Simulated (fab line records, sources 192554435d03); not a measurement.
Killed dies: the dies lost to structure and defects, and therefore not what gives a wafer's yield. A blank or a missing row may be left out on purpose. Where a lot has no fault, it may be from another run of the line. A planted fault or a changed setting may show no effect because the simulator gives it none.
Comparing a struck lot with a sound one / flow n5 finfet / 33 steps out of a route of 1938
Sound: the wafers L901.1, L901.2, L901.3. Struck: wafers L897.1, L897.3, L897.6. The cause is named last.
Per side, at each step with rows, come the tool, then ch with its chambers, and then its first start. Under that, the readings that differ: sound wafers / struck wafers / difference of the means / sigmas: that difference in standard deviations of wafers without a fault.
alike: same words and numbers on both sides, and readings whose means sit less than 2 such deviations apart. not compared: any withheld reading, any reading some wafer has no value for, any bound like >300 that may hide the same value, and any number with overlapping values for which the record gives no deviation.
A row with sigmas, a row that says differs or no value, or rows on one side alone: a step with any of these is where the two part. Numbers that have no deviation but don't overlap get no sigmas and don't part them. A reading that every wafer of one side lacks parts them only if that side has two wafers or more.

first, 9 steps without rows for these wafers: N5_PASSIVATION_COAT_24; N5_PASSIVATION_EBR_26; N5_PASSIVATION_SOFTBAKE_25 (time 90 s); N5_PASSIVATION_EXPOSE_27 (exposes mask PAD, defocus 0 nm); N5_PASSIVATION_PEB_28; N5_PASSIVATION_DEVELOP_29 (develop time 60 s); N5_PASSIVATION_HARDBAKE_31 (time 120 s); N5_PASSIVATION_DESCUM_32 (chemistry O2, time 7.9 s); N5_PASSIVATION_AL_ETCH_33 (etches Al in Cl2/BCl3, stops on TaN, target depth 2800 nm, time 466.7 s).
N5_PASSIVATION_ETCH_59: etches TaN in Cl2/BCl3, target depth 65 nm, time 34.9 s.
  sound on rie metal-01 ch 0,1, day 18 16:24; struck on rie metal-02 ch 0,1, day 17 10:07
  alike: bcl3 flow sccm, drypump motor current A, oes product au, throttle valve pct
  not compared: rf hours counter h
then, 22 steps without rows for these wafers: N5_PASSIVATION_STRIP_34 (strips in O2); N5_PASSIVATION_STRIP_51 (strips in post etch residue remover, time 1200 s); N5_PASSIVATION_CLEAN_69 (cleans in IPA, time 180 s); N5_PASSIVATION_SRD_70 (time 30 s); N5_PASSIVATION_PECVD_53 (deposits SiO2 from TEOS/O2, target thk 800 nm, time 169.4 s); N5_PASSIVATION_PECVD_35 (deposits SiNx from SiH4/NH3/N2, target thk 700 nm, time 151.3 s); N5_PASSIVATION_HMDS_37 (time 60 s); N5_PASSIVATION_COAT_38; N5_PASSIVATION_EBR_40; N5_PASSIVATION_SOFTBAKE_39 (time 120 s); N5_PASSIVATION_EXPOSE_41 (exposes mask PASS OPEN, defocus 0 nm, target cd 40000 nm); N5_PASSIVATION_PEB_42; N5_PASSIVATION_DEVELOP_43 (develop time 60 s); N5_PASSIVATION_HARDBAKE_45 (time 120 s); N5_PASSIVATION_DESCUM_46 (chemistry O2, time 7.9 s); N5_PASSIVATION_PASS_ETCH_47 (etches SiNx in CF4/O2, target depth 770 nm, time 385 s); N5_PASSIVATION_ETCH_54 (etches SiO2 in CHF3/O2, target depth 880 nm, time 440 s); N5_PASSIVATION_STRIP_48 (strips in O2); N5_PASSIVATION_STRIP_52 (strips in post etch residue remover, time 1200 s); N5_PASSIVATION_CLEAN_71 (cleans in IPA, time 180 s); N5_PASSIVATION_SRD_72 (time 30 s); N5_PASSIVATION_ANNEAL_56 (time 1800 s).
N5_PASSIVATION_PROBE_49:
  the record has rows for the struck wafers here (prober-01, day 17 16:04) and none for the sound ones

WHERE THEY PART
At N5_PASSIVATION_PROBE_49 and nowhere else, as far as this record goes.

WHY: whatever the simulator had introduced
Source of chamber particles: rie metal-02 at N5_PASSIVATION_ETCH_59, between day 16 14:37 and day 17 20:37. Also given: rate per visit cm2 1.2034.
